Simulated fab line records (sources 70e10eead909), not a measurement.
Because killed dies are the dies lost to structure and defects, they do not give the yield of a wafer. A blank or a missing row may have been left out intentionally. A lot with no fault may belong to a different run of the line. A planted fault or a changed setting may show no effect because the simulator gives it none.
What tool caused it? :: flow nand-harc :: route of 1302 steps, sampled at 1 step: 7 lots, 21 wafers

WHAT THE GAUGES SHOWED, per wafer
NHARC_A_BONDPAD_THK_MEAS_30: measures by ellipsometry.
lot: L965
measured: day 23 20:31
on: film-metro-01
thk-nm (nm): 202.5 197.2 200.1

lot: L966
measured: day 24 02:11
on: film-metro-02
thk-nm (nm): 202.1 202.5 200.1

lot: L968
measured: day 25 07:58
on: film-metro-01
thk-nm (nm): 200.4 202.2 202.0

lot: L973
measured: day 27 11:55
on: film-metro-02
thk-nm (nm): 197.5 198.7 197.8

lot: L974
measured: day 28 07:47
on: film-metro-02
thk-nm (nm): 202.6 202.3 199.0

lot: L980
measured: day 29 12:59
on: film-metro-02
thk-nm (nm): 195.7 200.0 197.2

lot: L986
measured: day 31 14:29
on: film-metro-02
thk-nm (nm): 197.0 200.8 195.4

TOOL THAT RAN EACH LOT (tool first, then ch and the chambers of the sampled wafers, then the start)
Record: no process step prior to these readings.

THE ANSWER, worked out from the rows above alone
Rule: what is usual is taken from the lots themselves. The widest of any qualifying gaps counts: lots, ordered by their means at a reading, are off when they make up no more than a third of the lots, leave a main group of 4 or more, and stand apart from it by 3 or more times the standard deviation of that group's means. A main group is skipped when, at the precision printed for the reading in the tables above, its means are all equal. A lot without any number at a reading at which 4 lots or more have one is off too. The other lots that the step has rows for count as sound.
None of the lots is off at any reading shown; this tells nothing.

WHAT HAD BEEN PUT IN BY THE SIMULATOR
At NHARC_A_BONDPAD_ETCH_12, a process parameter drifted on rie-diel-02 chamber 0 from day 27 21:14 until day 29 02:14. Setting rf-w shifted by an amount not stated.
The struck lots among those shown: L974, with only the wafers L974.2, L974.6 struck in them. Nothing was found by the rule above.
